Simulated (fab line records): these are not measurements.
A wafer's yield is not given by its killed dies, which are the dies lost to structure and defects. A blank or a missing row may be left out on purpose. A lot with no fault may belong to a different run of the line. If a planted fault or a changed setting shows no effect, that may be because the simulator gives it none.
A struck lot beside a sound one + flow nand-harc + 15 steps out of a route of 1302
Sound: wafers L114.3, L114.5, L114.6. The struck wafers were L129.1, L129.5, L129.6. The cause is named last.
Order at every step that has rows: each side's tool, ch and its chambers, its first start. Under that, the readings that differ: sound wafers + struck wafers + difference of the means + sigmas: that difference in standard deviations of wafers without a fault.
alike: a reading whose means differ by less than 2 such deviations, as well as words and numbers matching on both sides. not compared: withheld readings; readings where some wafer has no value; bounds like >300 that might hide an equal value; numbers whose values overlap and for which the record gives no deviation.
A row with sigmas, a row that says differs or no value, or rows on one side alone: a step with any of these is where the two part. Numbers that have no deviation but don't overlap get no sigmas and don't part them. A reading that every wafer of one side lacks parts them only if that side has two wafers or more.

NHARC_A_CHANNEL_HOLE_D1_CD_MEAS_30:
  struck on cd-sem-01, day 15 15:55; sound on cd-sem-02, day 8 23:28
  alike: cd-nm
following that, these wafers have no rows for 1 step: NHARC_A_CHANNEL_HOLE_D1_XSEM_31.
NHARC_A_CHANNEL_HOLE_D1_INSPECT_40:
  struck on defect-inspect-01, day 15 16:07; sound on defect-inspect-02, day 8 23:38
  alike: raw-defect-count
then, 2 steps without rows for these wafers: NHARC_A_CHANNEL_FILL_D1_PRECLEAN_00 (cleans in SC1); NHARC_A_CHANNEL_FILL_D1_SRD_01.
NHARC_A_CHANNEL_FILL_D1_ALD_02: deposits SiO2, target thk 6 nm, pulse time 10 s, ald cycles 60.
  sound on ald-hk-02 ch 0,1,3, day 9 00:01; struck on ald-hk-01 ch 0,1,2, day 15 16:46
  alike: heater-power-w, precursor-pulse-height-rel
NHARC_A_CHANNEL_FILL_D1_ALD_03: deposits SiNx, target thk 6 nm, pulse time 60 s, ald cycles 58.
  sound: ald-sin-batch-02 ch 0; struck: ald-sin-batch-02 ch 0
  alike: precursor-pulse-height-rel
NHARC_A_CHANNEL_FILL_D1_ALD_14: deposits SiO2, target thk 2.5 nm, pulse time 10 s, ald cycles 25.
  sound on ald-hk-02 ch 0,1, day 9 06:56; struck on ald-hk-01 ch 1,2,3, day 15 23:42
  alike: heater-power-w, precursor-pulse-height-rel
NHARC_A_CHANNEL_FILL_D1_ALD_15: deposits SiNx, target thk 2 nm, pulse time 60 s, ald cycles 19.
  sound: ald-sin-batch-01 ch 0; struck: ald-sin-batch-03 ch 0
  alike: precursor-pulse-height-rel
then, 3 steps without rows for these wafers: NHARC_A_CHANNEL_FILL_D1_ALD_16 (deposits SiO2, target thk 1.5 nm, pulse time 10 s, ald cycles 15); NHARC_A_CHANNEL_FILL_D1_ANNEAL_17 (time 1800 s); NHARC_A_CHANNEL_FILL_D1_CVD_18 (deposits poly-Si, target thk 3 nm).
NHARC_A_CHANNEL_FILL_D1_ETCHBACK_19: etches the open film in HBr/Cl2, target depth 5 nm, time 1.7 s.
  sound on rie-si-01 ch 0,1, day 9 23:52; struck on rie-si-06 ch 1,2, day 16 18:47
  no value came back on the struck wafers for any of 5 readings (bias-w (W), chamber-pressure-mTorr (mTorr) and others); on the sound wafers bias-w (W) reads 99.97 99.81 100.15
  not compared: rf-hours-counter-h
NHARC_A_CHANNEL_FILL_D1_ETCHBACK_20: etches the open film in C4F8/O2/Ar, target depth 27 nm, time 13.5 s.
  sound on rie-diel-11 ch 0,2,3, day 10 00:01; struck on rie-diel-08 ch 2,3, day 16 18:55
| reading               | sound          | struck         | difference | sigmas |
|-----------------------|----------------|----------------|------------|--------|
| oes-product-au (a.u.) | 0.93 0.93 0.91 | 1.00 1.00 1.01 | +0.08      | +2     |
  alike: bias-w, chamber-pressure-mTorr, rf-vpp-V
  not compared: rf-hours-counter-h
-- the record jumps here: 15 days lie between the struck wafers' starts before and after (it left off in module A_CHANNEL_FILL_D1 and takes up again in module END, whose first step shown is number 1302 of the route) --
NHARC_END_SORT_01:
  only the struck wafers appear in the record here, on prober-02 ch 0 at day 31 22:41; the sound ones have no rows

## WHERE THEY PART
Last at NHARC_END_SORT_01 as far as this record goes, first at NHARC_A_CHANNEL_FILL_D1_ETCHBACK_19.

WHY: what had been put in by the simulator
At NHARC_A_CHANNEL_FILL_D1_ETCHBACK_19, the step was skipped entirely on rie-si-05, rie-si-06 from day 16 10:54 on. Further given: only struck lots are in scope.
